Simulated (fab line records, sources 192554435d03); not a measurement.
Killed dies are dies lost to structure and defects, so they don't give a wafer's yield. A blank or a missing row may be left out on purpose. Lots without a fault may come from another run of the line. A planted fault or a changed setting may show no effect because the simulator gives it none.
fab line records | flow n5_finfet
record lots=9 wafers=27 last_day=19
route steps=1938 shown BEOL_M1@815 BEOL_M2@846 BEOL_M4@1111
lots that met no fault: from a run of the same line without faults
start_h: hours from the record's first day to the start of the lot's first wafer shown | wait_h: hours since the lot's step before | " the same as in the row above | L1.1+2: a row that stands for several wafers | - no value, or no start given | * or withheld: withheld | < > ~ a bound
route shown NAME@n: a module of which the file shows steps, and the number in the route of the first | usual: mean/standard deviation of fault-free wafers | same: alike in all rows | chamber/n: place in a boat | sites: the reading at each site | _std_site: their standard deviation | _edge_site: outer sites' mean less inner sites' | radius_mm: how far each site lies from the wafer's centre | mask NAME#n: copy n | behind: the tool/chamber that last shaped the wafer | hold: why the lot was held/for how many hours/how that ended | device: the transistor (n, p or np) that didn't switch | end of line: the same wafers' tests at the end of the route | a step without rows: its recipe alone | killed: dies lost to structure and defects at the first sort, not the wafer's yield | map: a wafer's dies, x killed, . not, _ none there
set.NAME: the setting as run; set.NAME@STEP: as run at that earlier step | model.NAME: the simulator's own value behind a step, which no gauge read
steps of the route over a sample of lots; a table a step, a row a wafer
services: from which hour (start_h, from the record's first day; less than 0 if before it) a tool's chamber was out of use, for how many hours, and why
## steps
# step N5_BEOL_M1_ANNEAL_49
# recipe temp_c=400 time_s=240 ambient=vacuum
# usual heater_power_w=855/82
# columns lot.wafer tool chamber start_h wait_h heater_power_w
L893.2 pvd_sputter-02 - 131.29 0.0 909
L893.4 " - " " 769
L893.6 " - " " 832
L896.1 pvd_sputter-02 - 157.44 0.0 850
L896.5 " - " " 883
L896.6 " - " " 827
L897.1 pvd_sputter-03 - 159.13 0.0 999
L897.4 " - " " 722
L897.5 " - " " 805
L900.2 pvd_sputter-03 - 170.69 0.0 731
L900.3 " - " " 1013
L900.4 " - " " 729
L904.3 pvd_sputter-02 - 220.43 0.0 800
L904.4 " - " " 902
L904.6 " - " " 847
L909.4 pvd_sputter-03 - 246.53 0.0 828
L909.5 " - " " 793
L909.6 " - " " 983
L911.3 pvd_sputter-02 - 251.44 0.0 961
L911.4 " - " " 912
L911.5 " - " " 951
L914.2 pvd_sputter-01 - 259.96 0.0 889
L914.3 " - " " 821
L914.6 " - " " 847
L915.1 pvd_sputter-02 - 267.25 0.0 887
L915.2 " - " " 795
L915.4 " - " " 955
# step N5_BEOL_M1_SPUTTER_79
# recipe material=Cu target_thk_a=45 temp_c=-20 chamber_pressure_pa=0.07 power_w=withheld time_s=8.29
# usual throttle_valve_pct=29.7/0.61
# columns lot.wafer tool chamber start_h wait_h throttle_valve_pct
L893.2 pvd_sputter-02 - 131.43 0.1 29.1
L893.4 " - " " 29.9
L893.6 " - " " 30.1
L896.1 pvd_sputter-02 - 157.58 0.1 30.2
L896.5 " - " " 29.1
L896.6 " - " " 30.0
L897.1 pvd_sputter-03 - 159.27 0.1 30.0
L897.4 " - " " 30.5
L897.5 " - " " 29.2
L900.2 pvd_sputter-03 - 170.83 0.1 30.6
L900.3 " - " " 29.8
L900.4 " - " " 30.7
L904.3 pvd_sputter-02 - 220.57 0.1 30.0
L904.4 " - " " 29.0
L904.6 " - " " 30.0
L909.4 pvd_sputter-03 - 246.67 0.1 29.2
L909.5 " - " " 29.1
L909.6 " - " " 29.9
L911.3 pvd_sputter-02 - 251.58 0.1 29.3
L911.4 " - " " 29.1
L911.5 " - " " 29.7
L914.2 pvd_sputter-01 - 260.10 0.1 30.0
L914.3 " - " " 31.0
L914.6 " - " " 28.2
L915.1 pvd_sputter-02 - 267.39 0.1 29.0
L915.2 " - " " 30.0
L915.4 " - " " 29.7
# step N5_BEOL_M1_SPUTTER_92
# recipe material=Cu target_thk_a=45 temp_c=-20 chamber_pressure_pa=0.07 power_w=withheld time_s=8.29
# usual throttle_valve_pct=29.7/0.6
# columns lot.wafer tool chamber start_h wait_h throttle_valve_pct
L893.2 pvd_sputter-02 - 132.53 0.1 29.0
L893.4 " - " " 29.9
L893.6 " - " " 30.1
L896.1 pvd_sputter-02 - 158.68 0.1 30.2
L896.5 " - " " 29.3
L896.6 " - " " 30.2
L897.1 pvd_sputter-03 - 160.37 0.1 29.6
L897.4 " - " " 30.5
L897.5 " - " " 29.5
L900.2 pvd_sputter-03 - 171.93 0.1 30.7
L900.3 " - " " 29.7
L900.4 " - " " 30.6
L904.3 pvd_sputter-02 - 221.67 0.1 29.6
L904.4 " - " " 29.0
L904.6 " - " " 30.2
L909.4 pvd_sputter-03 - 247.77 0.1 29.2
L909.5 " - " " 29.1
L909.6 " - " " 29.8
L911.3 pvd_sputter-02 - 252.68 0.1 29.8
L911.4 " - " " 29.2
L911.5 " - " " 29.8
L915.1 pvd_sputter-02 - 268.49 0.1 29.1
L915.2 " - " " 30.2
L915.4 " - " " 29.9
L914.2 pvd_sputter-01 - 272.00 0.1 29.8
L914.3 " - " " 31.4
L914.6 " - " " 28.4
# step N5_BEOL_M2_COAT_62
# recipe resist=SiARC temp_c=220 time_s=60 spin_rpm=1500 resist_thk_nm=12
# usual spin_speed_rpm=1500.0/0.98
# columns lot.wafer tool chamber start_h wait_h spin_speed_rpm
L893.2 litho_track-02 0 136.28 - 1499.1
L893.4 " 0 " " 1499.5
L893.6 " 0 " " 1498.7
L896.1 litho_track-02 0 160.98 - 1502.7
L896.5 " 0 " " 1499.5
L896.6 " 0 " " 1500.6
L897.1 litho_track-02 0 163.98 - 1502.6
L897.4 " 0 " " 1500.4
L897.5 " 0 " " 1501.1
L900.2 litho_track-04 0 177.24 - 1498.0
L900.3 " 0 " " 1500.2
L900.4 " 0 " " 1499.0
L904.3 litho_track-02 0 223.55 - 1499.3
L904.4 " 0 " " 1500.1
L904.6 " 0 " " 1501.4
L909.4 litho_track-04 0 249.90 - 1500.0
L909.5 " 0 " " 1499.5
L909.6 " 0 " " 1500.5
L911.3 litho_track-02 0 256.68 - 1811.1
L911.4 " 0 " " 1813.1
L911.5 " 0 " " 1811.1
L915.1 litho_track-01 0 270.35 - 1502.0
L915.2 " 0 " " 1500.7
L915.4 " 0 " " 1499.9
L914.2 litho_track-01 0 274.24 - 1500.6
L914.3 " 0 " " 1500.5
L914.6 " 0 " " 1500.6
# step N5_BEOL_M2_ETCH_63
# recipe chemistry=CF4 target=SiARC target_depth_a=156 mask_material=CAR-EUV time_s=26 ion_energy_ev=80 pressure_mtorr=40 source_w=545 bias_w=36 Ar_flow_sccm=100 cf4_flow_sccm=100 ends=cleared
# usual drypump_motor_current_A=5.7/0.37 etch_rf_on_time_s=26.0/0.55 oes_product_au=0.69/0.076 rf_vpp_V=184.6/1 showerhead_plenum_p_Torr=2.19/0.052 throttle_valve_pct=15.4/0.33
# columns lot.wafer tool chamber start_h wait_h drypump_motor_current_A etch_rf_on_time_s oes_product_au rf_hours_counter_h rf_vpp_V showerhead_plenum_p_Torr throttle_valve_pct
L893.2 rie_diel-06 3 136.85 0.0 4.9 26.8 0.60 190 182.3 2.05 15.7
L893.4 " 0 " " 5.2 26.8 0.60 248 184.8 2.19 15.5
L893.6 " 0 " " 5.2 27.0 0.59 - 183.1 2.19 15.5
L896.1 rie_diel-01 2 161.42 0.0 5.9 26.4 0.71 55 185.8 2.24 15.2
L896.5 " 2 " " 5.9 26.6 0.70 - 185.7 2.24 15.2
L896.6 " 0 " " 5.9 26.2 0.78 - 185.1 2.28 15.1
L897.1 rie_diel-04 2 164.42 0.0 5.9 26.4 0.62 195 185.2 2.13 15.7
L897.4 " 0 " " 6.1 26.1 0.80 21 183.5 2.19 15.1
L897.5 " 1 " " 6.2 25.5 0.63 - 185.7 2.21 16.0
L900.2 rie_diel-04 0 177.68 0.0 6.1 25.4 0.80 26 185.0 2.19 15.1
L900.3 " 3 " " 5.5 25.6 0.79 9 184.0 2.19 15.2
L900.4 " 2 " " 5.9 25.9 0.62 200 184.5 2.12 15.7
L904.3 rie_diel-04 3 223.99 0.0 5.5 25.3 0.77 24 185.6 2.19 15.2
L904.4 " 2 " " 6.0 26.0 0.61 215 184.1 2.12 15.7
L904.6 " 0 " " 6.1 25.3 0.79 - 183.4 2.18 15.1
L909.4 rie_diel-01 3 250.47 0.0 5.2 24.7 0.74 55 184.9 2.18 15.4
L909.5 " 3 " " 5.2 25.0 0.75 - 184.9 2.18 15.4
L909.6 " 0 " " 5.9 26.3 0.72 - 186.6 2.27 15.1
L911.3 rie_diel-01 2 257.12 0.0 5.9 24.1 0.67 91 185.1 2.23 15.3
L911.4 " 1 " " 5.3 23.6 0.61 233 183.4 2.21 15.9
L911.5 " 3 " " 5.2 22.6 0.75 - 184.7 2.18 15.4
L915.1 rie_diel-04 3 270.79 0.0 5.5 25.6 0.73 40 184.1 2.18 15.2
L915.2 " 0 " " 6.1 25.5 0.75 56 184.9 2.18 15.1
L915.4 " 2 " " 5.9 26.3 0.59 231 182.8 2.11 15.7
L914.2 rie_diel-06 1 274.80 0.0 5.5 26.4 0.66 115 183.7 2.14 15.7
L914.3 " 2 " " 5.6 25.3 0.77 24 183.7 2.18 15.1
L914.6 " 3 " " 4.9 26.6 0.58 - 183.6 2.04 15.7
# step N5_BEOL_M4_RC_MEAS_101
# usual DIBL_N=36.0/1.9 DIBL_P=35.6/2.2 IOFF_N=0.15/0.031 IOFF_P=0.19/0.032 ION_N=668/11 ION_P=455/7.2 SS_N=71.5/0.65 SS_P=73.4/0.64 VT_N=251/3.6 VT_P=-253/3.3
# columns lot.wafer tool chamber start_h wait_h DIBL_N[mV/V] DIBL_P[mV/V] IOFF_N[nA/um] IOFF_P[nA/um] ION_N[uA/um] ION_P[uA/um] SS_N[mV/dec] SS_P[mV/dec] VT_N[mV] VT_P[mV]
L893.2 prober-01 0 190.18 0.2 36.4 35.6 0.15 0.21 671 461 70.7 73.6 249 -249
L893.4 " 0 " " 35.7 34.2 0.14 0.19 664 460 70.1 73.3 251 -251
L893.6 " 0 " " 37.5 36.3 0.17 0.22 675 457 71.0 73.7 250 -250
L897.1 prober-01 0 215.89 0.0 34.7 34.5 0.14 0.19 665 458 70.7 72.5 252 -251
L897.4 " 0 " " 40.0 38.0 0.23 0.25 681 457 72.7 74.4 249 -250
L897.5 " 0 " " 37.7 36.0 0.18 0.22 669 465 71.5 74.2 249 -251
L896.1 prober-02 0 226.65 0.0 38.1 37.8 0.20 0.23 685 463 71.4 73.6 241 -249
L896.5 " 0 " " 36.1 36.1 0.16 0.20 676 459 71.4 73.3 251 -253
L896.6 " 0 " " 35.0 33.9 0.15 0.17 665 453 71.7 72.9 251 -254
L900.2 prober-01 0 246.14 0.2 35.6 33.8 0.12 0.16 663 451 71.1 72.4 253 -256
L900.3 " 0 " " 35.2 34.4 0.12 0.16 653 453 70.9 73.9 254 -254
L900.4 " 0 " " 37.1 36.4 0.16 0.20 662 452 71.8 73.0 251 -253
L904.3 prober-02 0 292.35 0.3 33.7 31.6 0.12 0.15 657 449 70.3 73.2 254 -255
L904.4 " 0 " " 33.0 31.3 0.12 0.15 653 451 70.8 72.9 254 -258
L904.6 " 0 " " 34.4 33.1 0.13 0.17 658 456 70.9 73.0 253 -253
L909.4 prober-01 0 308.79 0.5 34.9 35.3 0.14 0.18 667 454 71.1 73.0 251 -253
L909.5 " 0 " " 35.5 36.0 0.15 0.20 662 450 71.2 73.4 249 -248
L909.6 " 0 " " 33.6 34.6 0.13 0.18 667 461 71.0 73.0 251 -252
L911.3 prober-02 0 313.97 0.3 39.8 39.7 0.22 0.24 700 467 71.8 74.1 248 -250
L911.4 " 0 " " 38.8 38.4 0.18 0.24 674 462 72.7 74.6 248 -252
L911.5 " 0 " " 38.1 37.0 0.17 0.20 671 458 71.4 73.9 250 -253
L914.2 prober-02 0 325.97 0.2 38.4 38.5 0.20 0.25 679 460 72.8 73.9 247 -249
L914.3 " 0 " " 35.8 34.8 0.15 0.20 679 463 71.7 73.3 251 -251
L914.6 " 0 " " 36.5 36.0 0.17 0.22 675 465 72.1 74.1 250 -252
L915.1 prober-02 0 333.71 0.0 33.1 33.5 0.11 0.13 662 444 70.6 72.9 259 -262
L915.2 " 0 " " 34.7 35.8 0.13 0.16 666 443 71.6 73.6 255 -262
L915.4 " 0 " " 34.6 37.0 0.14 0.17 665 449 71.9 74.3 252 -259
## services
# columns tool chamber start_h hours kind
rie_diel-01 1 111.49 9.7 repair
rie_diel-04 3 130.10 - clean
rie_diel-04 3 130.10 - consumable_replace:focus_ring
rie_diel-04 3 130.10 23.7 scheduled_down
rie_diel-04 3 130.10 23.7 vent_cycle
rie_diel-06 0 130.10 4.0 repair
pvd_sputter-01 - 133.60 1.9 repair
litho_track-01 - 134.47 - consumable_replace:filter
rie_diel-06 0 141.88 - clean
rie_diel-06 0 141.88 - consumable_replace:focus_ring
rie_diel-06 0 141.88 33.7 scheduled_down
rie_diel-06 0 141.88 33.7 vent_cycle
pvd_sputter-01 - 143.27 4.6 repair
rie_diel-01 3 156.77 43.4 repair
litho_track-01 - 161.92 - consumable_replace:filter
rie_diel-04 1 171.89 1.4 repair
litho_track-02 - 176.58 - consumable_replace:filter
rie_diel-06 3 181.80 17.0 repair
litho_track-04 - 192.00 - consumable_replace:filter
rie_diel-06 2 198.81 - clean
rie_diel-06 2 198.81 - consumable_replace:focus_ring
rie_diel-06 2 198.81 16.9 scheduled_down
rie_diel-01 - 202.64 0.5 repair
rie_diel-01 - 252.18 2.8 pm
## key
first_sign step=N5_BEOL_M2_COAT_62 reading=spin_speed_rpm direction=up sigmas=99+ usual=* struck=*
effect step=N5_BEOL_M2_ETCH_63 reading=etch_rf_on_time_s direction=down sigmas=4.6 usual=* struck=*
met_at N5_BEOL_M2_COAT_62
struck_lots L911
not_acting_at N5_BEOL_M1_ANNEAL_49,N5_BEOL_M1_SPUTTER_79,N5_BEOL_M1_SPUTTER_92
onset_between 223.55 256.68
fault kind=process_parameter_drift tool=litho_track-02 chamber=- onset_h=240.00 steps=N5_BEOL_M2_COAT_62 channel=spin_rpm offset=* shape=step acts_in=* stated=*
